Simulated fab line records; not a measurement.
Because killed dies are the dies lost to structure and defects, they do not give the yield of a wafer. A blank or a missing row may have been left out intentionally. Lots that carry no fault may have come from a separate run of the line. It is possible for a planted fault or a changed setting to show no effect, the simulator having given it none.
Which tool was responsible? / flow nandHarc / at 1 step of a route of 1159, 12 lots with 36 wafers sampled

== WHAT EACH GAUGE READ, for each wafer ==
NHARC_P_BONDPAD_INSPECT_23.
lot=L075; measured=day 7 02:24; on=defectInspect-02; rawDefectCount=231 229 257
lot=L077; measured=day 7 13:01; on=defectInspect-01; rawDefectCount=695 331 317
lot=L080; measured=day 7 18:57; on=defectInspect-02; rawDefectCount=298 151 415
lot=L081; measured=day 8 11:55; on=defectInspect-02; rawDefectCount=354 323 329
lot=L083; measured=day 8 16:19; on=defectInspect-01; rawDefectCount=266 276 299
lot=L085; measured=day 9 07:10; on=defectInspect-01; rawDefectCount=162 247 224
lot=L086; measured=day 9 22:07; on=defectInspect-01; rawDefectCount=214 141 314
lot=L089; measured=day 10 08:17; on=defectInspect-02; rawDefectCount=306 510 402
lot=L092; measured=day 10 18:49; on=defectInspect-01; rawDefectCount=350 494 434
lot=L094; measured=day 11 05:11; on=defectInspect-01; rawDefectCount=369 408 342
lot=L095; measured=day 11 13:03; on=defectInspect-01; rawDefectCount=328 559 595
lot=L097; measured=day 12 13:13; on=defectInspect-02; rawDefectCount=393 310 375

== TOOL THAT RAN EACH LOT (tool first, then ch and the chambers of the sampled wafers, then the start) ==
There is no process step in the record ahead of these readings.

== THE ANSWER, worked out from the rows above alone ==
Rule: the lots themselves supply what counts as usual. Put in order of their means at a reading, lots are off if they are a third of the lots or fewer, leave a main group of 4 or more, and stand apart from it by a gap of 3 or more times the standard deviation of the main group's means; of several such gaps the widest counts. The tables above print the reading to a certain number of digits; a main group whose means all agree to those digits is not used. Also off: a lot with no number at a reading for which 4 or more lots have one. Where the step has rows for the other lots, those lots are counted as sound.
No lot is off on any of the readings shown, so nothing can be concluded from this.

== WHAT THE SIMULATOR PUT IN ==
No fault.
